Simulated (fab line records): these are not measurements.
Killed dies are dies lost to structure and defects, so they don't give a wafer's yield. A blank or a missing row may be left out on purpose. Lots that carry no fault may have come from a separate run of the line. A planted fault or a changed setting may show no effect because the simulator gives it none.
Which of the tools did it? :: flow n5 finfet :: 20 wafers from 7 lots sampled at 4 of the route's 1938 steps

== WHAT THE GAUGES READ, wafer by wafer ==
N5_FIN_SAQP_CD_MEAS_31: target cd 8 nm.
lot: L631
measured: day 2 13:27
on: cd sem-01
cd nm (nm): 7.84 7.96 7.78

lot: L633
measured: day 3 02:17
on: cd sem-03
cd nm (nm): 8.32 8.30 7.99

lot: L636
measured: day 3 19:35
on: cd sem-03
cd nm (nm): 8.04 8.00 8.23

lot: L639
measured: day 4 14:59
on: cd sem-02
cd nm (nm): 8.19 8.34 8.09

lot: L643
measured: day 5 14:17
on: cd sem-02
cd nm (nm): 8.39 3.20

lot: L645
measured: day 6 01:25
on: cd sem-02
cd nm (nm): 8.33 8.05 7.64

lot: L650
measured: day 7 09:08
on: cd sem-02
cd nm (nm): 8.24 8.06 7.72

== TOOL THAT RAN EACH LOT (tool first, then ch and the chambers of the sampled wafers, then the start) ==
lot: L631
N5_FIN_SAQP_ETCH_65: rie si-02 ch 2,3, day 2 12:03
N5_FIN_SAQP_ETCH_69: rie diel-01 ch 0,1,3, day 2 12:38
N5_FIN_SAQP_SPACER2_ALD_28: ald sin-04 ch 0,1,2, day 2 13:04

lot: L633
N5_FIN_SAQP_ETCH_65: rie si-01 ch 1,2,3, day 3 00:55
N5_FIN_SAQP_ETCH_69: rie diel-04 ch 0,1,2, day 3 01:28
N5_FIN_SAQP_SPACER2_ALD_28: ald sin-02 ch 1,2,3, day 3 01:46

lot: L636
N5_FIN_SAQP_ETCH_65: rie si-02 ch 0,2,3, day 3 18:13
N5_FIN_SAQP_ETCH_69: rie diel-04 ch 1,3, day 3 18:46
N5_FIN_SAQP_SPACER2_ALD_28: ald sin-02 ch 0,1, day 3 19:04

lot: L639
N5_FIN_SAQP_ETCH_65: rie si-02 ch 0,3, day 4 12:40
N5_FIN_SAQP_ETCH_69: rie diel-06 ch 1,2,3, day 4 13:13
N5_FIN_SAQP_SPACER2_ALD_28: ald sin-01 ch 1,2,3, day 4 14:28

lot: L643
N5_FIN_SAQP_ETCH_65: rie si-01 ch 1,3, day 5 12:40
N5_FIN_SAQP_ETCH_69: rie diel-06 ch 1,2, day 5 13:28
N5_FIN_SAQP_SPACER2_ALD_28: ald sin-01 ch 1,2, day 5 13:46

lot: L645
N5_FIN_SAQP_ETCH_65: rie si-01 ch 2,3, day 5 23:43
N5_FIN_SAQP_ETCH_69: rie diel-06 ch 0,1,2, day 6 00:16
N5_FIN_SAQP_SPACER2_ALD_28: ald sin-04 ch 1,2, day 6 00:35

lot: L650
N5_FIN_SAQP_ETCH_65: rie si-03 ch 0,2,3, day 7 07:44
N5_FIN_SAQP_ETCH_69: rie diel-06 ch 1,2,3, day 7 08:19
N5_FIN_SAQP_SPACER2_ALD_28: ald sin-02 ch 0,1,3, day 7 08:37
- N5_FIN_SAQP_ETCH_65: etches SiO2 in CF4, target depth 4 nm, time 4.4 s.
- N5_FIN_SAQP_ETCH_69: etches SOC in N2/H2, stops on SiNx, target depth 150 nm.
- N5_FIN_SAQP_SPACER2_ALD_28: deposits SiO2, target thk 8.1 nm, pulse time 1 s, purge time 2 s.

== THE ANSWER, worked out from the rows above alone ==
Rule: what is usual is taken from the lots themselves. Put in order of their means at a reading, lots are off if they are a third of the lots or fewer, leave a main group of 4 or more, and stand apart from it by a gap of 3 or more times the standard deviation of the main group's means; of several such gaps the widest counts. A main group whose means are all the same, to the digits that the tables above print for the reading, isn't used. Also off: a lot with no number at a reading for which 4 or more lots have one. The other lots that the step has rows for count as sound.
Off: L643, at N5_FIN_SAQP_CD_MEAS_31 (cd nm). Main group: mean 8.06 nm, sd 0.12.
A tool fits if, at a process step before that reading, it ran every lot that is off, and no sound lot after the first of them. Those tools and the gauges at N5_FIN_SAQP_CD_MEAS_31 are tried in the same way. One fits: ald sin-01 at N5_FIN_SAQP_SPACER2_ALD_28. Its last sound lot is L639 (day 4 14:28), its first lot that is off L643 (day 5 13:46): a fault that began between those two fits.

== WHAT THE SIMULATOR HAD PUT IN ==
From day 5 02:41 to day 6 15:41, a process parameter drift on ald sin-01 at N5_FIN_SAQP_SPACER2_ALD_28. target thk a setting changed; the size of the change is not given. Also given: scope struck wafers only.
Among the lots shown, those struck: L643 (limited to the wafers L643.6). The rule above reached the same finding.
